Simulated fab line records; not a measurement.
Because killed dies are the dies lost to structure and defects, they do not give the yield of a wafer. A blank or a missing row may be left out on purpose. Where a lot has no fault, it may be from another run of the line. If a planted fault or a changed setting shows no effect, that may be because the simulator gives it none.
fab line records	flow nand_harc
[record] lots = 14	wafers = 42	last_day = 24
route steps=1159 shown A_SLIT@780 HYBRID_BOND@1100 THIN_TSV@1122 END@1159
lots that met no fault: taken from a fault-free run of the same line
start_h: hours from the record's first day to the start of the lot's first wafer shown	wait_h: how many hours have passed since the lot's step before this one	" the same as in the row above	L1.1+2: a row that stands for several wafers	- no value present, or no start provided	* or withheld: withheld	< > ~ a bound
route shown NAME@n: NAME is a module with steps in the file, n the number in the route of the first one	usual: the fault-free wafers' mean and standard deviation	same: alike in all rows	chamber/n: place in a boat	sites: the reading at each site	_std_site: how widely they spread, as a standard deviation	_edge_site: inner sites' mean taken away from outer sites' mean	radius_mm: for every site, how far away it sits from the centre of the wafer	mask NAME#n: copy n	behind: the last tool/chamber to shape the wafer	hold: the reason the lot was held/the length of the hold in hours/how it ended	device: the transistor (n, p or np) that didn't switch	end of line: the route-end tests of the same wafers	step lacking rows: just its recipe	killed: the dies lost at the first sort to structure and to defects; this is not the yield of the wafer	map: dies across one wafer; x = killed, . = not, _ = none there
set.NAME: the run value of the setting; set.NAME@STEP: its run value at that earlier step	model.NAME: the simulator's own value behind a step, which no gauge read
the route's steps for a sample of lots (tables are steps, rows are wafers)
services: when a tool's chamber went out of use (start_h, in hours from the record's first day, below 0 if earlier), for how many hours, and the reason
[[steps]]
[step NHARC_A_SLIT_DEP_00]
[recipe] target_thk_a = 32000	temp_c = 400	material = aC
[usual] throttle_valve_pct = 35.000/0.0088
lot.wafer	tool	chamber	start_h	wait_h	throttle_valve_pct
L105.1	acl_dep-03	0	318.13	-	34.998
L105.2	"	0	"	"	34.998
L105.6	"	0	319.77	-	34.999
L104.1	acl_dep-02	0	318.36	-	35.018
L104.2	"	0	"	"	34.990
L104.6	"	0	320.01	-	34.996
L108.1	acl_dep-01	0	334.63	-	35.004
L108.2	"	0	"	"	35.015
L108.5	"	0	"	"	35.006
L110.1	acl_dep-01	0	341.48	-	35.002
L110.4	"	0	"	"	34.993
L110.6	"	0	"	"	34.994
L109.3	acl_dep-03	0	342.25	-	34.997
L109.5	"	0	"	"	35.015
L109.6	"	0	"	"	34.999
L112.1	acl_dep-01	0	353.50	-	35.003
L112.3	"	0	"	"	34.985
L112.5	"	0	"	"	35.014
L113.2	acl_dep-03	0	354.75	-	35.010
L113.5	"	0	"	"	34.988
L113.6	"	0	"	"	35.010
L111.1	acl_dep-02	0	368.76	-	34.992
L111.2	"	0	"	"	34.998
L111.5	"	0	"	"	35.007
L115.1	acl_dep-03	0	376.79	-	34.997
L115.5	"	0	378.11	-	34.988
L115.6	"	0	"	"	34.999
L114.1	acl_dep-02	0	377.08	-	35.001
L114.4	"	0	"	"	34.993
L114.5	"	0	"	"	35.003
L119.4	acl_dep-01	0	399.70	-	34.998
L119.5	"	0	"	"	35.020
L119.6	"	0	"	"	35.006
L121.1	acl_dep-01	0	416.34	-	35.000
L121.3	"	0	"	"	35.000
L121.6	"	0	"	"	34.998
L122.1	acl_dep-01	0	418.29	-	35.000
L122.3	"	0	"	"	34.996
L122.5	"	0	"	"	35.003
L126.1	acl_dep-02	0	457.25	-	35.003
L126.4	"	0	"	"	35.000
L126.6	"	0	"	"	34.998
[step NHARC_HYBRID_BOND_INSPECT_06]
[recipe] inspect_instrument = ir_void
[usual] raw_defect_count = 34/11
lot.wafer	tool	chamber	start_h	wait_h	raw_defect_count
L104.1	defect_inspect-02	-	437.03	0.0	35
L104.2	"	-	"	"	37
L104.6	"	-	"	"	31
L108.1	defect_inspect-01	-	437.03	0.0	46
L108.2	"	-	"	"	32
L108.5	"	-	"	"	36
L105.1	defect_inspect-01	-	437.06	0.1	25
L105.2	"	-	"	"	23
L105.6	"	-	"	"	35
L110.1	defect_inspect-02	-	449.58	0.0	45
L110.4	"	-	"	"	41
L110.6	"	-	"	"	36
L109.3	defect_inspect-01	-	449.59	0.1	17
L109.5	"	-	"	"	21
L109.6	"	-	"	"	11
L113.2	defect_inspect-01	-	461.29	0.1	34
L113.5	"	-	"	"	46
L113.6	"	-	"	"	31
L112.1	defect_inspect-01	-	471.48	0.0	18
L112.3	"	-	"	"	21
L112.5	"	-	"	"	27
L111.1	defect_inspect-02	-	476.94	0.0	37
L111.2	"	-	"	"	24
L111.5	"	-	"	"	32
L115.1	defect_inspect-01	-	476.94	0.0	27
L115.5	"	-	"	"	37
L115.6	"	-	"	"	26
L114.1	defect_inspect-02	-	483.98	0.0	38
L114.4	"	-	"	"	47
L114.5	"	-	"	"	39
L119.4	defect_inspect-02	-	500.27	0.1	33
L119.5	"	-	"	"	30
L119.6	"	-	"	"	31
L126.1	defect_inspect-01	-	552.57	0.0	46
L126.4	"	-	"	"	50
L126.6	"	-	"	"	44
[step NHARC_THIN_TSV_STRIP_45]
[recipe] power_w = 1500	temp_c = 250	chemistry = O2
[usual] drypump_motor_current_A = 5.8/0.46	heater_power_w = 333/13	rf_refl_power_W = 24/4.6
lot.wafer	tool	chamber	start_h	wait_h	drypump_motor_current_A	heater_power_w	rf_hours_counter_h	rf_refl_power_W
L104.1	plasma_asher-02	1	440.84	0.1	6.6	327	23	14
L104.2	"	0	"	"	5.1	314	23	26
L104.6	"	1	"	"	6.6	332	-	14
L108.1	plasma_asher-01	0	441.92	0.1	5.8	366	57	27
L108.2	"	1	"	"	5.9	351	57	27
L108.5	"	0	"	"	5.8	350	-	27
L105.2	plasma_asher-01	1	444.92	0.1	5.9	353	60	-
L105.1	"	0	"	"	5.9	364	60	-
L105.6	"	0	"	"	5.9	362	-	-
L110.1	plasma_asher-02	1	453.36	0.1	6.6	326	27	-
L110.4	"	0	"	"	5.1	314	-	-
L110.6	"	1	"	"	6.6	350	-	-
L109.3	plasma_asher-02	0	454.66	0.2	5.1	313	-	25
L109.5	"	1	"	"	6.6	332	-	14
L109.6	"	0	"	"	5.1	312	-	25
L113.2	plasma_asher-01	1	464.97	0.1	5.8	329	1	26
L113.6	"	0	"	"	5.8	343	-	26
L113.5	"	1	"	"	5.8	326	-	27
L112.1	plasma_asher-01	1	475.15	0.1	5.9	332	4	26
L112.3	"	1	"	"	5.9	323	-	27
L112.5	"	1	"	"	5.9	322	-	26
L111.2	plasma_asher-01	1	480.68	0.1	5.9	326	7	27
L111.1	"	0	"	"	5.8	339	7	26
L111.5	"	1	"	"	5.9	333	-	26
L115.1	plasma_asher-02	1	481.77	0.1	6.6	327	39	14
L115.5	"	1	"	"	6.5	326	-	13
L115.6	"	0	"	"	5.1	320	-	25
L114.1	plasma_asher-02	1	487.71	0.1	6.6	334	40	14
L114.4	"	0	"	"	5.1	320	-	25
L114.5	"	0	"	"	5.1	317	-	24
L119.4	plasma_asher-02	1	504.07	0.2	6.6	333	-	-
L119.6	"	1	"	"	6.6	323	-	-
L119.5	"	0	"	"	5.1	317	-	-
L126.1	plasma_asher-01	0	557.54	0.1	5.8	337	36	25
L126.4	"	1	"	"	5.9	329	-	27
L126.6	"	0	"	"	5.8	338	-	25
[step NHARC_THIN_TSV_PVD_19]
[recipe] target_thk_a = 200	chamber_pressure_pa = 5	material = TaN
[usual] throttle_valve_pct = 29.9/0.9
lot.wafer	tool	chamber	start_h	wait_h	throttle_valve_pct
L104.2	pvd_sputter-01	-	-	-	28.3
L104.1	"	-	"	"	30.3
L104.6	"	-	"	"	30.3
L108.1	pvd_sputter-01	-	-	-	28.4
L108.2	"	-	"	"	30.3
L108.5	"	-	"	"	28.4
L105.1	pvd_sputter-02	-	-	-	29.5
L105.2	"	-	"	"	31.0
L105.6	"	-	"	"	31.2
L110.1	pvd_sputter-01	-	-	-	30.1
L110.4	"	-	"	"	30.0
L110.6	"	-	"	"	28.4
L109.3	pvd_sputter-03	-	-	-	30.5
L109.5	"	-	"	"	28.4
L109.6	"	-	"	"	31.5
L113.2	pvd_sputter-01	-	-	-	30.4
L113.6	"	-	"	"	28.5
L113.5	"	-	"	"	30.2
L112.1	pvd_sputter-01	-	-	-	30.0
L112.3	"	-	"	"	30.7
L112.5	"	-	"	"	30.8
L111.2	pvd_sputter-02	-	-	-	29.2
L111.1	"	-	"	"	31.1
L111.5	"	-	"	"	30.8
L115.1	pvd_sputter-02	-	-	-	29.3
L115.6	"	-	"	"	30.7
L115.5	"	-	"	"	29.4
L114.1	pvd_sputter-03	-	-	-	30.6
L114.4	"	-	"	"	28.1
L114.5	"	-	"	"	30.4
L119.4	pvd_sputter-01	-	-	-	30.1
L119.5	"	-	"	"	29.6
L119.6	"	-	"	"	28.3
L126.4	pvd_sputter-02	-	-	-	30.8
L126.1	"	-	"	"	29.5
L126.6	"	-	"	"	30.8
[step NHARC_END_SORT_01]
[recipe] temp_c = 25
[usual] killed_at_array = 29/8.4	killed_at_other = 0.7/1.2	killed_at_periphery = 3.8/2.1	killed_dies = 33/9	killed_open = 3.4/2	killed_short = 2.1/1.4
[same] gross_dies = 677
lot.wafer	tool	chamber	start_h	wait_h	killed_at_array	killed_at_other	killed_at_periphery	killed_dies	killed_open	killed_short
L112.5	prober-01	0	514.31	3.7	22	0	4	26	5	0
L121.1	prober-01	0	542.48	2.5	669	0	5	674	6	2
L121.3	prober-01	0	544.08	3.1	606	4	3	613	1	1
L121.6	prober-01	0	546.48	4.0	666	3	4	673	4	2
L122.1	prober-01	0	550.26	2.5	673	2	0	675	2	2
L122.3	prober-01	0	551.88	3.1	665	1	4	670	3	1
L122.5	prober-01	0	553.50	3.7	673	0	3	676	4	1
// killed by level:class
L112.5 A_SLIT:chamber_film_flake=13 A_CHANNEL_HOLE_D1:chamber_film_flake=6 P_CONTACT:geometric_particle:open=1 P_M1:geometric_particle:open=1 A_CHANNEL_HOLE_D1:geometric_particle:open=1 A_CONTACT:geometric_particle:open=1 A_BONDPAD:geometric_particle:open=1 P_STI:chamber_film_flake=1
L121.1 A_SLIT:area_dep=637 A_CHANNEL_HOLE_D1:chamber_film_flake=20 A_ONON_D1:geometric_particle:open=2 A_CONTACT:geometric_particle:open=2 P_STI:chamber_film_flake=2 A_CONTACT:chamber_film_flake=2 A_BLC:chamber_film_flake=2 P_GATE:geometric_particle:short=1
L121.3 A_SLIT:area_dep=580 A_CHANNEL_HOLE_D1:chamber_film_flake=17 A_CONTACT:chamber_film_flake=4 THIN_TSV:chamber_film_flake=4 P_GATE:chamber_film_flake=2 A_ZERO_WELL:chamber_film_flake=2 A_CONTACT:geometric_particle:open=1 A_M0:geometric_particle:short=1
L121.6 A_SLIT:area_dep=637 A_CHANNEL_HOLE_D1:chamber_film_flake=20 THIN_TSV:chamber_film_flake=3 A_WL_FILL:geometric_particle:short=2 A_SLIT:chamber_film_flake=2 A_CONTACT:chamber_film_flake=2 P_CONTACT:geometric_particle:open=1 P_M2:geometric_particle:open=1
L122.1 A_SLIT:area_dep=634 A_CHANNEL_HOLE_D1:chamber_film_flake=24 A_SLIT:chamber_film_flake=5 A_STAIRCASE:chamber_film_flake=3 A_CONTACT:chamber_film_flake=3 A_ONON_D1:geometric_particle:open=1 A_CONTACT:geometric_particle:short=1 A_CONTACT:geometric_particle:open=1
L122.3 A_SLIT:area_dep=620 A_CHANNEL_HOLE_D1:chamber_film_flake=20 A_SLIT:chamber_film_flake=16 A_CONTACT:chamber_film_flake=5 P_GATE:chamber_film_flake=2 A_STAIRCASE:chamber_film_flake=2 P_CONTACT:geometric_particle:open=1 A_ONON_D1:geometric_particle:open=1
L122.5 A_SLIT:area_dep=623 A_CHANNEL_HOLE_D1:chamber_film_flake=20 A_SLIT:chamber_film_flake=18 A_CONTACT:chamber_film_flake=5 A_STAIRCASE:chamber_film_flake=4 A_M1:geometric_particle:open=2 P_GATE:geometric_particle:short=1 P_CONTACT:geometric_particle:open=1
[[services]]
tool	chamber	start_h	hours	kind
acl_dep-01	-	295.86	13.0	pm
pvd_sputter-01	-	336.01	10.0	pm
acl_dep-02	-	351.40	13.0	pm
pvd_sputter-01	-	359.03	5.1	repair
plasma_asher-02	-	361.55	9.0	pm
plasma_asher-02	0	361.55	9.0	vent_cycle
plasma_asher-02	1	361.55	9.0	vent_cycle
plasma_asher-02	0	370.55	-	clean
plasma_asher-02	1	370.55	-	clean
pvd_sputter-02	-	391.95	5.3	repair
acl_dep-03	-	406.62	13.0	pm
plasma_asher-02	-	442.51	2.2	repair
plasma_asher-01	-	453.42	9.0	pm
plasma_asher-01	0	453.42	9.0	vent_cycle
plasma_asher-01	1	453.42	9.0	vent_cycle
pvd_sputter-03	-	458.00	10.0	pm
plasma_asher-01	0	462.42	-	clean
plasma_asher-01	1	462.42	-	clean
acl_dep-01	-	478.05	13.0	pm
plasma_asher-02	-	511.01	2.0	repair
pvd_sputter-01	-	514.01	10.0	pm
pvd_sputter-02	-	516.20	1.8	repair
acl_dep-02	-	532.40	13.0	pm
plasma_asher-02	-	538.55	9.0	pm
[[key]]
[first_sign] step = NHARC_END_SORT_01	reading = killed_at_array	direction = up	sigmas = 75	usual = 29	struck = 659
[effect] step = NHARC_END_SORT_01	reading = killed_dies	direction = up	sigmas = 70	usual = 33	struck = 664
[more_kills_born_at] NHARC_A_SLIT_DEP_00@acl_dep-01 = 3731
met_at NHARC_A_SLIT_DEP_00
struck_lots L121,L122
later_rows_left_out L121.1,L121.3,L121.6,L122.1,L122.3,L122.5
tester_left_out L121,L122
not_acting_at NHARC_HYBRID_BOND_INSPECT_06,NHARC_THIN_TSV_STRIP_45,NHARC_THIN_TSV_PVD_19
onset_between 399.70 416.34
[fault] kind = process_parameter_drift	tool = acl_dep-01	chamber = -	onset_h = 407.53	steps = NHARC_A_SLIT_DEP_00	channel = target_thk_a	offset = *	shape = step	end_h = 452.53	acts_in = *	stated = *
// tester_left_out: of these lots the tester's yield and bins aren't shown, on N5 and GAA mostly nor the transistor test; their killed dies are dies lost to structure and defects alone, not to doping, threshold or leakage, so they don't give the yield
// later_rows_left_out: the simulator's readings of these wafers behind a module that went badly wrong aren't trusted and aren't shown, but for the sort
